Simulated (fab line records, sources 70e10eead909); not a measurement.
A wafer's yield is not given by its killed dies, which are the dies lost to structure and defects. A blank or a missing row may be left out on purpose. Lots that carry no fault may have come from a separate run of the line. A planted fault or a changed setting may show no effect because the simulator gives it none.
2 desks looking at one fault	flow nand_harc	each desk has only its own numbers; what lay behind them comes last

METROLOGY DESK
What the gauges read, lot by lot, whatever tool the lot ran on: means of the sampled wafers that have a number. If a lot's mean is further than 4 standard deviations from the usual mean, the lot is out of limits and carries the mark OUT (the distance appears in the brackets).
Columns: A = cd_nm at NHARC_P_GATE_CD_MEAS_11, usual 1639.2 nm; B = cd_nm at NHARC_P_GATE_CD_MEAS_26, usual 119.8 nm
lot	first seen here	A	B
L716	day 4 15:41	1639.2	119.8
L718	day 5 03:28	1638.8	119.9
L719	day 5 15:06	1637.8	119.9
L720	day 6 00:52	1638.7	119.1
L721	day 6 08:10	1638.1	118.9
L723	day 7 04:19	1639.8	120.1
L725	day 8 04:01	1639.0	120.3
L729	day 10 14:39	1639.0	118.1
L731	day 10 22:17	1639.5	117.6
L736	day 12 22:02	1639.6	120.3
L737	day 13 03:04	1638.2	119.2
L739	day 13 22:19	1641.5	119.8
Finding of this desk: none of the 12 lots has anything out of limits.

TOOL OWNER'S DESK, litho_track-06
The tool's own readings at NHARC_P_GATE_PEB_24 (peb time 65 s): means of the sampled wafers that have a number, for each lot that ran on this tool. If a lot's mean is further than 4 standard deviations from the usual mean, the lot is out of limits and carries the mark OUT (the distance appears in the brackets).
Columns: A = plate_temp_C at NHARC_P_GATE_PEB_24, usual 100.03 C
lot	first seen here	A
L716	day 5 05:27	100.18
L729	day 11 06:30	100.11
L731	day 11 15:11	99.91
Finding of this desk: none of the 3 lots has anything out of limits.

TAKEN TOGETHER
Metrology desk: nothing out of limits seen.
The tool owner's desk saw nothing out of limits.

WHAT WAS PUT IN BY THE SIMULATOR
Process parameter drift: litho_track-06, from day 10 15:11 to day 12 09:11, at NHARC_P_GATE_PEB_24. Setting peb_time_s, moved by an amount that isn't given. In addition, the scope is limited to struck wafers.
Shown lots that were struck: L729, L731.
